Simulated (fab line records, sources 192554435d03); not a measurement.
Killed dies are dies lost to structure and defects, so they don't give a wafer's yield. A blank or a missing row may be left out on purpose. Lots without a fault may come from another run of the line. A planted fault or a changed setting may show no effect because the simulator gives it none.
Split-lot experiment | flow n5_finfet | 7 lots, 39 wafers read, on a route of 1938 steps

THE SPLIT
At N5_ZERO_LAYER_PECVD_02 (deposits SiO2 from SiH4/N2O, target thk 10 nm, time 6 s), the setting time_s was moved away from the recipe's 6 s on 15 of the 39 wafers read, by -57.1% to +52.7%. The other wafers ran this setting at the recipe's value.

The reading is taken at the split's own step.

THE READING
SiO2_of_ZERO_LAYER_PECVD_02.thk_nm (the simulator's own value, which no gauge read), in nm, at N5_ZERO_LAYER_PECVD_02 (deposits SiO2 from SiH4/N2O, target thk 10 nm, time 6 s). The file gives no usual value for it. The 24 wafers here that ran the recipe average 10.061 nm, standard deviation 0.18 nm.

wafer  | tool, chamber at the split | time_s as run, s | against the recipe | SiO2_of_ZERO_LAYER_PECVD_02.thk_nm, nm | against lot-mates on the recipe
L074.1 | pecvd-02, 1                | 6                | recipe             | 9.877                                  | -
L074.2 | pecvd-02, 0                | 6                | recipe             | 9.91                                   | -
L074.3 | pecvd-02, 2                | 6                | recipe             | 9.755                                  | -
L074.4 | pecvd-02, 0                | 6                | recipe             | 10.07                                  | -
L074.5 | pecvd-02, 2                | 6                | recipe             | 9.953                                  | -
L074.6 | pecvd-02, 1                | 6                | recipe             | 10.14                                  | -
L076.1 | pecvd-03, 0                | 3.378            | -43.7%             | 5.911                                  | -4.406
L076.2 | pecvd-03, 1                | 3.378            | -43.7%             | 5.912                                  | -4.405
L076.3 | pecvd-03, 2                | 6                | recipe             | 10.26                                  | -
L076.4 | pecvd-03, 0                | 3.378            | -43.7%             | 6.037                                  | -4.280
L076.5 | pecvd-03, 1                | 6                | recipe             | 10.33                                  | -
L076.6 | pecvd-03, 2                | 6                | recipe             | 10.36                                  | -
L079.1 | pecvd-03, 2                | 9.161            | +52.7%             | 15.24                                  | +5.096
L079.2 | pecvd-03, 0                | 6                | recipe             | 10.13                                  | -
L079.3 | pecvd-03, 1                | 6                | recipe             | 9.981                                  | -
L079.4 | pecvd-03, 0                | 6                | recipe             | 10.32                                  | -
L079.5 | pecvd-03, 1,2              | 9.161            | +52.7%             | 15.5                                   | +5.356
L079.6 | pecvd-03, 1,2              | 9.161            | +52.7%             | 15.5                                   | +5.356
L082.1 | pecvd-02, 0                | 6                | recipe             | 9.902                                  | -
L082.3 | pecvd-02, 1                | 6                | recipe             | 10.17                                  | -
L082.6 | pecvd-02, 1                | 6                | recipe             | 10.3                                   | -
L088.1 | pecvd-02, 0                | 6                | recipe             | 9.699                                  | -
L088.2 | pecvd-02, 1                | 7.842            | +30.7%             | 13.07                                  | +3.193
L088.3 | pecvd-02, 2                | 6                | recipe             | 9.851                                  | -
L088.4 | pecvd-02, 1                | 6                | recipe             | 10.08                                  | -
L088.5 | pecvd-02, 0                | 7.842            | +30.7%             | 12.91                                  | +3.033
L088.6 | pecvd-02, 2                | 7.842            | +30.7%             | 13.01                                  | +3.133
L091.1 | pecvd-04, 2                | 7.22             | +20.3%             | 12.11                                  | +1.987
L091.2 | pecvd-04, 0                | 6                | recipe             | 10.03                                  | -
L091.3 | pecvd-04, 1                | 7.22             | +20.3%             | 12.02                                  | +1.897
L091.4 | pecvd-04, 0                | 6                | recipe             | 10.23                                  | -
L091.5 | pecvd-04, 1                | 7.22             | +20.3%             | 12.17                                  | +2.047
L091.6 | pecvd-04, 0                | 6                | recipe             | 10.11                                  | -
L093.1 | pecvd-04, 0                | 2.573            | -57.1%             | 4.173                                  | -5.826
L093.2 | pecvd-04, 1                | 6                | recipe             | 9.896                                  | -
L093.3 | pecvd-04, 1                | 2.573            | -57.1%             | 4.189                                  | -5.810
L093.4 | pecvd-04, 0                | 6                | recipe             | 10.04                                  | -
L093.5 | pecvd-04, 1                | 2.573            | -57.1%             | 4.285                                  | -5.714
L093.6 | pecvd-04, 0                | 6                | recipe             | 10.06                                  | -
Where a row lists several chambers, the file gives one row for several wafers and doesn't say which wafer went through which chamber.

THE FIT
A straight line over all 39 wafers: SiO2_of_ZERO_LAYER_PECVD_02.thk_nm changes by +0.0996 nm for each +1% of time_s; r = +1.00; the points scatter about the line by 0.18 nm.
The same after taking each lot's own level away (the mean of its wafers on the recipe; 39 wafers): +0.1 nm for each +1%; r = +1.00; scatter 0.11 nm.
On that fit, the largest move of time_s shifts the reading by 5.7 nm.
The lots' own levels span 9.8767 to 10.3167 nm, that is 2.4 times the standard deviation above.
So the lot-to-lot level changes the slope little: the two slopes agree.
Check: with one of the wafers moved furthest among these (-57.1%) left out of the fit, the line predicts -5.73 nm for it against its lot-mates. It came out at -5.83 nm against them.

THE FILE'S OWN FIT
SiO2_of_ZERO_LAYER_PECVD_02.thk_nm changes by +0.1 nm for each +1% of time_s, r = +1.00.
